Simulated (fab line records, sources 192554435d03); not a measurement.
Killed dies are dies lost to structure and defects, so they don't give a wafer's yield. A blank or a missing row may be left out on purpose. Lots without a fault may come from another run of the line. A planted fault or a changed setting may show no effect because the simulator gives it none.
Chamber matching | flow n5_finfet | N5_PMOS_HMC_CHANNEL_EPI_HM_DEP_34 on pecvd-03: 3 sister chambers
The step deposits SiO2 from TEOS/O2, target thk 36 nm, time 6.9 s. 18 wafers are shown with their chamber, then 9 later ones without.

WAFERS WITH THEIR CHAMBER
wafer  | chamber | throttle_valve_pct (%) | showerhead_plenum_p_Torr (Torr) | heater_power_w (W)
L077.1 | 2       | 17.4                   | 8.38                            | 395
L077.3 | 1       | 19.2                   | 8.34                            | 579
L077.6 | 2       | 17.3                   | 8.38                            | 400
L078.1 | 0       | 18.3                   | 8.31                            | 514
L078.4 | 1       | 19.5                   | 8.34                            | 492
L078.5 | 2       | 17.4                   | 8.37                            | 457
L081.1 | 0       | 18.6                   | 8.31                            | 516
L081.3 | 1       | 19.1                   | 8.34                            | 622
L081.6 | 2       | 17.7                   | 8.41                            | 449
L082.1 | 0       | 18.4                   | 8.31                            | 556
L082.4 | 0       | 18.4                   | 8.29                            | 411
L082.5 | 2       | 17.4                   | 8.39                            | 353
L087.3 | 2       | 17.6                   | 8.37                            | 478
L087.4 | 0       | 18.1                   | 8.31                            | 538
L087.5 | 0       | 18.1                   | 8.32                            | 541
L091.1 | 1       | 19.0                   | 8.32                            | 497
L091.4 | 0       | 18.5                   | 8.29                            | 445
L091.5 | 2       | 17.7                   | 8.37                            | 454

SIGNATURES (means of the wafers above)
reading                  | chamber 0 | chamber 1 | chamber 2 | scatter within a chamber
throttle_valve_pct       | 18.343    | 19.200    | 17.500    | 0.186
showerhead_plenum_p_Torr | 8.3057    | 8.3350    | 8.3814    | 0.0125
heater_power_w           | 503.00    | 547.50    | 426.57    | 52.7
Rule: a wafer's distance from a chamber is the root of the sum, over the readings, of the square of ((its reading less the chamber's mean) divided by the reading's scatter). The wafer belongs to the nearest chamber; if the next one is less than 2 further off, it can't be placed. The scatter: the root of (the sum of the squares of (reading less its chamber's mean) over the shown wafers, divided by (wafers less chambers)).

WAFERS WITHOUT THEIR CHAMBER
wafer  | throttle_valve_pct (%) | showerhead_plenum_p_Torr (Torr) | heater_power_w (W)
L092.2 | 19.1                   | 8.34                            | 495
L092.4 | 17.9                   | 8.33                            | 502
L092.6 | 18.4                   | 8.30                            | 501
L095.4 | 18.4                   | 8.31                            | 502
L095.5 | 17.3                   | 8.37                            | 382
L095.6 | 19.6                   | 8.34                            | 643
L096.1 | 19.4                   | 8.36                            | 585
L096.3 | 17.3                   | 8.39                            | 356
L096.5 | 19.4                   | 8.36                            | 591

WHICH CHAMBER EACH WENT THROUGH
wafer  | from the rows above     | in truth
L092.2 | 1                       | 1
L092.4 | can't be placed: 0 or 2 | 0
L092.6 | 0                       | 0
L095.4 | 0                       | 0
L095.5 | 2                       | 2
L095.6 | 1                       | 1
L096.1 | 1                       | 1
L096.3 | 2                       | 2
L096.5 | 1                       | 1
Placed correctly: 8 of 9. Can't be placed from these rows: 1 (the true chamber is among the candidates in 1). Placed wrongly: 0.
